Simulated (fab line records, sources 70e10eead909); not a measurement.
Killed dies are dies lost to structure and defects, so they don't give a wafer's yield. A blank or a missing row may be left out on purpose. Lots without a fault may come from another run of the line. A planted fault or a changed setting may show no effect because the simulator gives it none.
Chamber matching | flow nand_harc | NHARC_A_SGD_CUT_ETCHBACK_24 on rie_diel-03: 4 sister chambers
The step etches the open film in CH3F/O2, target depth 50 nm, time 92.857 s. 7 wafers are shown with their chamber, then 7 later ones without.

WAFERS WITH THEIR CHAMBER
wafer  | chamber | showerhead_plenum_p_Torr (Torr) | drypump_motor_current_A (A)
L778.3 | 3       | 2.38                            | 5.38
L781.4 | 3       | 2.38                            | 5.37
L781.5 | 1       | 2.44                            | 5.75
L783.4 | 0       | 2.62                            | 5.34
L783.6 | 2       | 2.39                            | 5.71
L789.1 | 1       | 2.44                            | 5.70
L789.3 | 2       | 2.38                            | 5.70

WAFERS WITHOUT THEIR CHAMBER
wafer  | showerhead_plenum_p_Torr (Torr) | drypump_motor_current_A (A)
L789.4 | 2.62                            | 5.37
L792.1 | 2.38                            | 5.70
L792.4 | 2.62                            | 5.37
L792.5 | 2.62                            | 5.36
L798.3 | 2.38                            | 5.34
L798.4 | 2.44                            | 5.70
L798.5 | 2.38                            | 5.32

WHICH CHAMBER EACH WENT THROUGH
wafer  | from the rows above | in truth
L789.4 | 0                   | 0
L792.1 | 2                   | 2
L792.4 | 0                   | 0
L792.5 | 0                   | 0
L798.3 | 3                   | 3
L798.4 | 1                   | 1
L798.5 | 3                   | 3
Placed correctly: 7 of 7. Can't be placed from these rows: 0. Placed wrongly: 0.
How it was worked out, from the rows above alone: a wafer's distance from a chamber is the root of the sum, over the readings, of the square of ((its reading less the chamber's mean) divided by the reading's scatter). The wafer belongs to the nearest chamber; if the next one is less than 2 further off, it can't be placed. A chamber's mean is the mean of its shown wafers. The scatter: the root of (the sum of the squares of (reading less its chamber's mean) over the shown wafers, divided by (wafers less chambers)).
